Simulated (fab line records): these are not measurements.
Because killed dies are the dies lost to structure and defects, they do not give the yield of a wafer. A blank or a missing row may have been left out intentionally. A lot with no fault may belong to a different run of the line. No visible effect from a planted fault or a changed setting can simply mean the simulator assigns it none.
Matching of chambers / flow nand harc / NHARC_P_M1_DEP_33 on pecvd-01 has 3 sister chambers
The step deposits SiCN, target thk 30 nm. 3 wafers are shown with their chamber, then 9 later ones without.

## WAFERS PAIRED WITH THEIR CHAMBERS
wafer=L082.2; chamber=1; heater power w (W)=435
wafer=L085.3; chamber=0; heater power w (W)=587
wafer=L085.6; chamber=2; heater power w (W)=661

## WAFERS MISSING THEIR CHAMBER
wafer=L089.3; heater power w (W)=617
wafer=L089.5; heater power w (W)=485
wafer=L089.6; heater power w (W)=584
wafer=L088.3; heater power w (W)=470
wafer=L088.4; heater power w (W)=602
wafer=L088.6; heater power w (W)=651
wafer=L094.1; heater power w (W)=717
wafer=L094.3; heater power w (W)=515
wafer=L094.4; heater power w (W)=687

## CHAMBER TAKEN BY EACH
wafer=L089.3; from the rows above=can't be placed: 0 or 2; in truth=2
wafer=L089.5; from the rows above=can't be placed: 1 or 0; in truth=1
wafer=L089.6; from the rows above=can't be placed: 0 or 2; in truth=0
wafer=L088.3; from the rows above=1; in truth=1
wafer=L088.4; from the rows above=can't be placed: 0 or 2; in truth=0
wafer=L088.6; from the rows above=can't be placed: 2 or 0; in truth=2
wafer=L094.1; from the rows above=can't be placed: 2 or 0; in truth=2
wafer=L094.3; from the rows above=can't be placed: 0 or 1 or 2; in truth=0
wafer=L094.4; from the rows above=can't be placed: 2 or 0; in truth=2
Placed correctly: 1 of 9. Can't be placed from these rows: 8 (the true chamber is among the candidates in 8). Wrongly placed: 0.
How it was worked out, from the rows above alone: a wafer's distance from a chamber is the root of the sum, over the readings, of the square of ((its reading less the chamber's mean) divided by the reading's scatter). If the next closest chamber is less than 2 further off than the closest, the wafer can't be placed; otherwise it belongs to the closest. The mean given for a chamber averages the wafers shown for that chamber. The scatter (one wafer shown for each chamber): square how far every hidden wafer sits from the nearest shown wafer, average those squares and take the square root.
